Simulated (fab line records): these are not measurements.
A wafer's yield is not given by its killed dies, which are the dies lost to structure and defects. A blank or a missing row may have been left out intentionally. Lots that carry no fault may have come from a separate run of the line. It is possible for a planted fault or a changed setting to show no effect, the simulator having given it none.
Split-lot study :: flow n5 finfet :: 4 lots, 21 wafers read, on a route of 1938 steps

== THE SPLIT ==
At N5_GATE_CUT_ETCH_56 (etches TiN in Cl2/Ar, target depth 21.6 nm), the setting bias w was moved away from the recipe's 60 W on 9 of the 21 wafers read, by +10.4% to +13.9%. All remaining wafers had this setting at the recipe value.

The reading comes from the split's own step.

== THE READING ==
etch.depth nm (the simulator's own value, which no gauge read), in nm, at N5_GATE_CUT_ETCH_56 (etches TiN in Cl2/Ar, target depth 21.6 nm). The file gives no usual value for it. The 12 wafers here that ran the recipe average 21.55 nm, standard deviation 0.23 nm.

wafer: L077.1
tool, chamber at the split: rie metal-01, 1
bias w as run, W: 60
against the recipe: recipe
etch.depth nm, nm: 21.64
against lot-mates on the recipe: -

wafer: L077.2
tool, chamber at the split: rie metal-01, 0
bias w as run, W: 60
against the recipe: recipe
etch.depth nm, nm: 21.46
against lot-mates on the recipe: -

wafer: L077.3
tool, chamber at the split: rie metal-01, 0
bias w as run, W: 66.25
against the recipe: +10.4%
etch.depth nm, nm: 22.27
against lot-mates on the recipe: +0.69

wafer: L077.4
tool, chamber at the split: rie metal-01, 1
bias w as run, W: 60
against the recipe: recipe
etch.depth nm, nm: 21.65
against lot-mates on the recipe: -

wafer: L077.5
tool, chamber at the split: rie metal-01, 0
bias w as run, W: 66.25
against the recipe: +10.4%
etch.depth nm, nm: 22.15
against lot-mates on the recipe: +0.57

wafer: L077.6
tool, chamber at the split: rie metal-01, 1
bias w as run, W: 66.25
against the recipe: +10.4%
etch.depth nm, nm: 22.3
against lot-mates on the recipe: +0.72

wafer: L083.4
tool, chamber at the split: rie metal-03, 0
bias w as run, W: 60
against the recipe: recipe
etch.depth nm, nm: 21.08
against lot-mates on the recipe: -

wafer: L083.5
tool, chamber at the split: rie metal-03, 0
bias w as run, W: 60
against the recipe: recipe
etch.depth nm, nm: 21.39
against lot-mates on the recipe: -

wafer: L083.6
tool, chamber at the split: rie metal-03, 0
bias w as run, W: 60
against the recipe: recipe
etch.depth nm, nm: 21.38
against lot-mates on the recipe: -

wafer: L084.1
tool, chamber at the split: rie metal-02, 0
bias w as run, W: 60
against the recipe: recipe
etch.depth nm, nm: 22
against lot-mates on the recipe: -

wafer: L084.2
tool, chamber at the split: rie metal-02, 1
bias w as run, W: 60
against the recipe: recipe
etch.depth nm, nm: 21.46
against lot-mates on the recipe: -

wafer: L084.3
tool, chamber at the split: rie metal-02, 0
bias w as run, W: 60
against the recipe: recipe
etch.depth nm, nm: 21.77
against lot-mates on the recipe: -

wafer: L084.4
tool, chamber at the split: rie metal-02, 1
bias w as run, W: 68.35
against the recipe: +13.9%
etch.depth nm, nm: 22.51
against lot-mates on the recipe: +0.77

wafer: L084.5
tool, chamber at the split: rie metal-02, 0
bias w as run, W: 68.35
against the recipe: +13.9%
etch.depth nm, nm: 22.93
against lot-mates on the recipe: +1.19

wafer: L084.6
tool, chamber at the split: rie metal-02, 1
bias w as run, W: 68.35
against the recipe: +13.9%
etch.depth nm, nm: 22.56
against lot-mates on the recipe: +0.82

wafer: L089.1
tool, chamber at the split: rie metal-02, 0
bias w as run, W: 60
against the recipe: recipe
etch.depth nm, nm: 21.75
against lot-mates on the recipe: -

wafer: L089.2
tool, chamber at the split: rie metal-02, 1
bias w as run, W: 68.03
against the recipe: +13.4%
etch.depth nm, nm: 22.62
against lot-mates on the recipe: +1.02

wafer: L089.3
tool, chamber at the split: rie metal-02, 0
bias w as run, W: 68.03
against the recipe: +13.4%
etch.depth nm, nm: 22.85
against lot-mates on the recipe: +1.25

wafer: L089.4
tool, chamber at the split: rie metal-02, 1
bias w as run, W: 60
against the recipe: recipe
etch.depth nm, nm: 21.6
against lot-mates on the recipe: -

wafer: L089.5
tool, chamber at the split: rie metal-02, 0
bias w as run, W: 68.03
against the recipe: +13.4%
etch.depth nm, nm: 22.97
against lot-mates on the recipe: +1.37

wafer: L089.6
tool, chamber at the split: rie metal-02, 1
bias w as run, W: 60
against the recipe: recipe
etch.depth nm, nm: 21.45
against lot-mates on the recipe: -

FIT RESULTS
A straight line over all 21 wafers: etch.depth nm changes by +0.0829 nm for each +1% of bias w; r = +0.93; the points scatter about the line by 0.22 nm.
The same after taking each lot's own level away (the mean of its wafers on the recipe; 21 wafers): +0.0751 nm for each +1%; r = +0.93; scatter 0.19 nm.
On that fit, the largest move of bias w shifts the reading by 1 nm.
Measured against the standard deviation above, the lots' own levels, which go from 21.283 to 21.743 nm, span 2.0 times it.
Thus the slope moves with the lot-to-lot level: the two fits are different.
Check: for one of the wafers moved furthest among these (+13.9%), held out of the fit, the line's prediction against its lot-mates is +1.08 nm. It came out at +0.767 nm against them.

== FURTHER SPLITS ON THESE WAFERS ==
These wafers also went through other splits before the reading. Each is held against what the fit with the lots' levels taken away leaves over:
other split on the same wafers: N5_ZERO_LAYER_EXPOSE_08 dose mj
wafers away from the commonest value: 6
r with etch.depth nm (lot level and that fit taken away): +0.04

other split on the same wafers: N5_ZERO_LAYER_DEVELOP_10 develop time s
wafers away from the commonest value: 6
r with etch.depth nm (lot level and that fit taken away): -0.42

other split on the same wafers: N5_ZERO_LAYER_DESCUM_16 time s
wafers away from the commonest value: 9
r with etch.depth nm (lot level and that fit taken away): -0.05

other split on the same wafers: N5_SD_EPI_N_PEB_07 peb time s
wafers away from the commonest value: 6
r with etch.depth nm (lot level and that fit taken away): +0.20

other split on the same wafers: N5_SDB_CUT_ETCH_26 icp w
wafers away from the commonest value: 6
r with etch.depth nm (lot level and that fit taken away): -0.08

other split on the same wafers: N5_SDB_ALD_29 ald cycles
wafers away from the commonest value: 6
r with etch.depth nm (lot level and that fit taken away): +0.00

== FILE'S OWN FIT ==
etch.depth nm changes by +0.0747 nm for each +1% of bias w, r = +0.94.
